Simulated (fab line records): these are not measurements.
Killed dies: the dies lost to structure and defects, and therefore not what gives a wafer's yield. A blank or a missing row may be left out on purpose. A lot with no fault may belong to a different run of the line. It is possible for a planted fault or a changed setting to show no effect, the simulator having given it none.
Comparing a struck lot with a sound one / flow n5_finfet / 16 out of 1938 route steps
Sound: these wafers, L512.2, L512.5, L512.6. Struck: wafer L518.2 (left out: L518.1, L518.6 of the same lot, which were not struck); the cause appears at the end.
Each step with rows lists, per side, the tool, then ch with its chambers, then its first start. Under that, the readings that differ: sound wafers / struck wafers / difference of the means / sigmas: that difference in standard deviations of wafers without a fault.
alike: words and numbers the same on both sides, and readings whose means are apart by under 2 such deviations; not compared: readings that were withheld, readings missing a value for some wafer, numbers with overlapping values and no deviation given by the record, and bounds like >300 which may hide the same value.
The two part at a step that has a row with sigmas, a row that says differs or no value, or rows on one side only. Non-overlapping numbers with no deviation appear without sigmas and do not part them. A reading that every wafer of one side lacks parts them only if that side has two wafers or more.

N5_HKMG_FIN_CD_MEAS_12: the cd target is 92.8 nm.
  sound on cd_sem-02 ch 0, day 5 06:20; struck on cd_sem-02 ch 0, day 6 17:51
  alike: cd_nm
N5_HKMG_FIN_OVL_MEAS_13:
  sound on overlay-01 ch 0, day 5 06:22; struck on overlay-01 ch 0, day 6 17:53
  alike: NWFM_OVL
N5_HKMG_FIN_INSPECT_14: inspects for defects (macro).
  sound on defect_inspect-02, day 5 06:23; struck on defect_inspect-01, day 6 17:54
  alike: raw_defect_count
then, 1 step without rows for these wafers: N5_HKMG_FIN_DESCUM_17 (chemistry O2, time 7.9 s).
N5_HKMG_FIN_ETCH_31: etches SiARC in CF4, target depth 45.5 nm, time 75.8 s.
  sound on rie_diel-05 ch 2,3, day 5 06:27; struck on rie_diel-01 ch 1, day 6 17:58
  alike: drypump_motor_current_A, etch_rf_on_time_s, oes_product_au, rf_vpp_V, showerhead_plenum_p_Torr, throttle_valve_pct
  not compared: rf_hours_counter_h
then, 2 steps without rows for these wafers: N5_HKMG_FIN_ETCH_32 (etches SOC in N2/H2, target depth 240 nm, time 300 s); N5_HKMG_FIN_STRIP_33 (strips in N2/H2).
N5_HKMG_FIN_STRIP_34: strips in CF4.
  sound on rie_diel-05 ch 2,3, day 5 06:42; struck on rie_diel-01 ch 1, day 6 18:13
  alike: drypump_motor_current_A, oes_product_au, rf_vpp_V, showerhead_plenum_p_Torr, throttle_valve_pct
  not compared: rf_hours_counter_h
N5_HKMG_FIN_ETCH_35: etches SOC in N2/H2, target depth 215.8 nm, time 243.4 s.
  sound on rie_diel-05 ch 2,3, day 5 06:43; struck on rie_diel-01 ch 1, day 6 18:14
  alike: drypump_motor_current_A, oes_product_au, rf_vpp_V, showerhead_plenum_p_Torr, throttle_valve_pct
  not compared: rf_hours_counter_h
N5_HKMG_FIN_STRIP_92: strips SOC in N2/H2, time 20 s.
  sound on rie_diel-05 ch 2,3, day 5 06:52; struck on rie_diel-01 ch 1, day 6 18:23
  alike: drypump_motor_current_A, oes_product_au, rf_vpp_V, showerhead_plenum_p_Torr, throttle_valve_pct
  not compared: rf_hours_counter_h
then, 1 step without rows for these wafers: N5_HKMG_FIN_WET_ETCH_18 (etches TiN in SC1, time 55 s, target depth 5.2 nm, rinse time 30 s).
N5_HKMG_FIN_STRIP_19: strips in N2/H2, time 360 s.
  sound on plasma_asher-02 ch 0,1, day 5 07:01; struck on plasma_asher-01 ch 0, day 6 18:32
  alike: drypump_motor_current_A, heater_power_w
  not compared: rf_hours_counter_h
N5_HKMG_FIN_ALD_91: deposits TiN, target thk 1 nm, pulse time 1 s, purge time 3 s.
  sound on ald_metal-01 ch 1,2, day 5 07:24; struck on ald_metal-02 ch 0, day 6 18:55
reading=co_reactant_pulse_time_s (s); sound=2 2 2; struck=1.3935; difference=-0.6065; sigmas=
  alike: heater_power_w, precursor_pulse_height_rel
then, 1 step without rows for these wafers: N5_HKMG_FIN_COAT_85 (time 60 s, resist thk 300 nm).
-- here the record skips 4 days between the struck wafers' starts before and after, leaving off in module HKMG_FIN and picking up in module BEOL_M4 (first step shown: number 1111 of the route) --
N5_BEOL_M4_RC_MEAS_101:
  sound on prober-02 ch 0, day 9 11:02; struck on prober-02 ch 0, day 11 04:00
reading=ION_N (uA/um); sound=644 671 648; struck=697; difference=+43; sigmas=+3
reading=VT_N (mV); sound=258 250 256; struck=245; difference=-10; sigmas=-2
  alike: DIBL_N, DIBL_P, IOFF_N, IOFF_P, ION_P, SS_N, SS_P, VT_P
-- here the record skips 5 days between the struck wafers' starts before and after, leaving off in module BEOL_M4 and picking up in module PASSIVATION (first step shown: number 1936 of the route) --
N5_PASSIVATION_PROBE_49:
  sound on prober-02, day 13 18:39; struck on prober-01, day 15 16:40
  alike: defect_limited_yield, killed_at_M0_to_M3, killed_at_M4_up, killed_at_contacts, killed_at_front_end, killed_at_other, killed_dies, killed_on_rim, killed_open, killed_short, sort_bin_5_function, sort_bin_6_memory, sort_n_pass, sort_yield_pct

## WHERE THEY PART
Within this record, at N5_BEOL_M4_RC_MEAS_101 only. Later steps at which nothing parts them and some readings are alike: N5_PASSIVATION_PROBE_49.

WHY: what the simulator had put in
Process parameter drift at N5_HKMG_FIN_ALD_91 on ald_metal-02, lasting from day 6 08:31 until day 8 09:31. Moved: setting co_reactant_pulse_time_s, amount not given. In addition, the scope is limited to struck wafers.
